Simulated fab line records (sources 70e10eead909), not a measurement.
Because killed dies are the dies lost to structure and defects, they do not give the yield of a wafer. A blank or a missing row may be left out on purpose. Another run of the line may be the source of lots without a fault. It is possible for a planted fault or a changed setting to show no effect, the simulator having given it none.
Which of the tools did it? -- flow nand-harc -- 39 wafers from 14 lots sampled at 5 of the route's 1159 steps

== WHAT THE GAUGES READ, wafer by wafer ==
NHARC_A_ZERO_WELL_CD_MEAS_10 targets a cd of 2000 nm. Usual: 2000.5 nm for cd-nm, sd 2.6.
lot,measured,on,cd-nm (nm),flag
L137,day 6 13:20,cd-sem-03,1997.9 2002.3 1999.5,
L138,day 7 05:10,cd-sem-02,2000.6 2000.3 1998.1,
L140,day 7 08:05,cd-sem-02,2001.7 1997.5 2002.6,
L139,day 7 08:23,cd-sem-01,2002.5 2000.0 2002.5,
L142,day 7 14:55,cd-sem-03,2001.5 1999.3,
L144,day 8 13:13,cd-sem-02,1998.8 2003.1,
L146,day 8 17:32,cd-sem-02,1998.1 2000.7,
L152,day 10 16:00,cd-sem-03,1999.4 1997.0 2002.9,
L153,day 10 20:44,cd-sem-02,1998.2 1999.5 2005.4,
L155,day 11 00:02,cd-sem-03,1997.3 2001.8 2002.5,
L157,day 11 15:01,cd-sem-01,2004.6 2007.5 2000.0,
L158,day 11 21:58,cd-sem-02,1997.4 1999.6 1999.7,
L159,day 11 22:29,cd-sem-03,1998.5 1999.0 2002.9,
L160,day 12 02:15,cd-sem-02,1995.2 1999.3 1998.8,

NHARC_A_ONON_D1_THK_MEAS_11: measures by ellipsometry. Usual: 1003 nm for thk-nm, sd 6.4.
lot,measured,on,thk-nm (nm),flag
L137,day 7 14:58,film-metro-01,1007 1007 1008,
L138,day 8 05:30,film-metro-02,1005 1004 1004,
L140,day 8 05:31,film-metro-02,1001 1000 1002,
L139,day 8 09:22,film-metro-02,996 994 998,
L142,day 8 14:56,film-metro-02,1533 1534,OFF
L144,day 9 13:14,film-metro-02,1540 1003,OFF
L146,day 10 07:04,film-metro-02,1541 1540,OFF
L152,day 11 16:47,film-metro-02,999 998 998,
L153,day 11 23:24,film-metro-02,1006 1006 1006,
L155,day 11 23:31,film-metro-02,992 990 992,
L157,day 12 17:22,film-metro-01,1013 1015 1012,
L158,day 12 22:57,film-metro-01,990 990 991,
L159,day 12 22:55,film-metro-02,1006 1006 1008,
L160,day 13 03:01,film-metro-01,1003 1002 1003,

NHARC_END_SORT_01. Usual: killed-at-array 28, standard deviation 11; killed-at-other 0.7, standard deviation 0.88; killed-at-periphery 3.1, standard deviation 2.2; killed-dies 31, standard deviation 12; killed-open 3.3, standard deviation 2; killed-short 2.0, standard deviation 1.6.
lot,measured,on,killed-at-array,killed-at-other,killed-at-periphery,killed-dies,killed-open,killed-short,flag
L142,day 20 13:17,prober-01,673 674,0 0,4 3,677 677,5 3,2 1,OFF
L144,day 21 10:53,prober-01,673 28,1 0,3 2,677 30,5 1,1 1,OFF
L146,day 21 21:03,prober-02,674 676,2 1,1 0,677 677,2 1,6 0,OFF

== WHICH TOOL RAN EACH LOT (tool, then ch and the chambers of the sampled wafers, then the start) ==
lot,NHARC_P_BONDPAD_PRE_CLEAN_26,NHARC_A_ONON_D1_DEP_09
L137,"pvd-sputter-02, day 6 13:20 or earlier","pecvd-onon-04 ch 0, day 7 14:31"
L138,"pvd-sputter-01, day 7 05:10 or earlier","pecvd-onon-04 ch 0, day 8 04:59"
L140,"pvd-sputter-01, day 7 08:05 or earlier","pecvd-onon-03 ch 0, day 8 05:00"
L139,"pvd-sputter-03, day 7 08:23 or earlier","pecvd-onon-03 ch 0, day 8 08:52"
L142,"pvd-sputter-02, day 7 14:55 or earlier","pecvd-onon-03 ch 0, day 8 14:35"
L144,"pvd-sputter-01, day 8 13:13 or earlier","pecvd-onon-03 ch 0, day 9 12:58"
L146,"pvd-sputter-03, day 8 17:32 or earlier","pecvd-onon-03 ch 0, day 10 06:44"
L152,"pvd-sputter-02, day 10 16:00 or earlier","pecvd-onon-04 ch 0, day 11 16:23"
L153,"pvd-sputter-01, day 10 20:44 or earlier","pecvd-onon-02 ch 0, day 11 22:53"
L155,"pvd-sputter-03, day 11 00:02 or earlier","pecvd-onon-04 ch 0, day 11 22:59"
L157,"pvd-sputter-03, day 11 15:01 or earlier","pecvd-onon-03 ch 0, day 12 16:51"
L158,"pvd-sputter-03, day 11 21:58 or earlier","pecvd-onon-04 ch 0, day 12 22:28"
L159,"pvd-sputter-01, day 11 22:29 or earlier","pecvd-onon-03 ch 0, day 12 22:25"
L160,"pvd-sputter-02, day 12 02:15 or earlier","pecvd-onon-02 ch 0, day 13 02:33"
- NHARC_P_BONDPAD_PRE_CLEAN_26: time 30 s.
- NHARC_A_ONON_D1_DEP_09: target thk 1000 nm.

== AS READ BY THE TOOLS THEMSELVES (means over the sampled wafers that have a number; for cases with no such wafer, the mark the record gives instead) ==
NHARC_P_BONDPAD_PRE_CLEAN_26. Usual: 411 W for heater-power-w, sd 42.
lot,tool,heater-power-w (W),flag
L137,pvd-sputter-02,418,
L138,pvd-sputter-01,386,
L140,pvd-sputter-01,435,
L139,pvd-sputter-03,395,
L142,pvd-sputter-02,448,
L144,pvd-sputter-01,424,
L146,pvd-sputter-03,395,
L152,pvd-sputter-02,384,
L153,pvd-sputter-01,399,
L155,pvd-sputter-03,383,
L157,pvd-sputter-03,395,
L158,pvd-sputter-03,418,
L159,pvd-sputter-01,389,
L160,pvd-sputter-02,414,

== THE ANSWER, worked out from the rows above alone ==
Rule: a lot counts as off when the mean over its wafers that have a number is more than 3 standard deviations away from the usual mean. A lot without any number at a reading at which 4 lots or more have one is off too. Any other lot the step has rows for is counted as sound. Order of review: gauges by route order, followed by the tools' own readings, for which a lot's mean as printed above is used. At the first step where some lot is off, the reading lying furthest off is the one used; lots without a number count as furthest.
Off: L142, L144, L146, at NHARC_A_ONON_D1_THK_MEAS_11 (thk-nm).
If a tool, at a process step before that reading, ran all the lots that are off and no sound lot after the first of them, it fits. The gauges at NHARC_A_ONON_D1_THK_MEAS_11 aren't tried: what is off there is off at NHARC_END_SORT_01 too, on other tools, and a gauge's error can't cause that. NHARC_P_BONDPAD_PRE_CLEAN_26: start missing for some lots; hours and lot order therefore follow NHARC_A_ZERO_WELL_CD_MEAS_10. No candidate that was tried fits.

== WHAT THE SIMULATOR HAD INSERTED ==
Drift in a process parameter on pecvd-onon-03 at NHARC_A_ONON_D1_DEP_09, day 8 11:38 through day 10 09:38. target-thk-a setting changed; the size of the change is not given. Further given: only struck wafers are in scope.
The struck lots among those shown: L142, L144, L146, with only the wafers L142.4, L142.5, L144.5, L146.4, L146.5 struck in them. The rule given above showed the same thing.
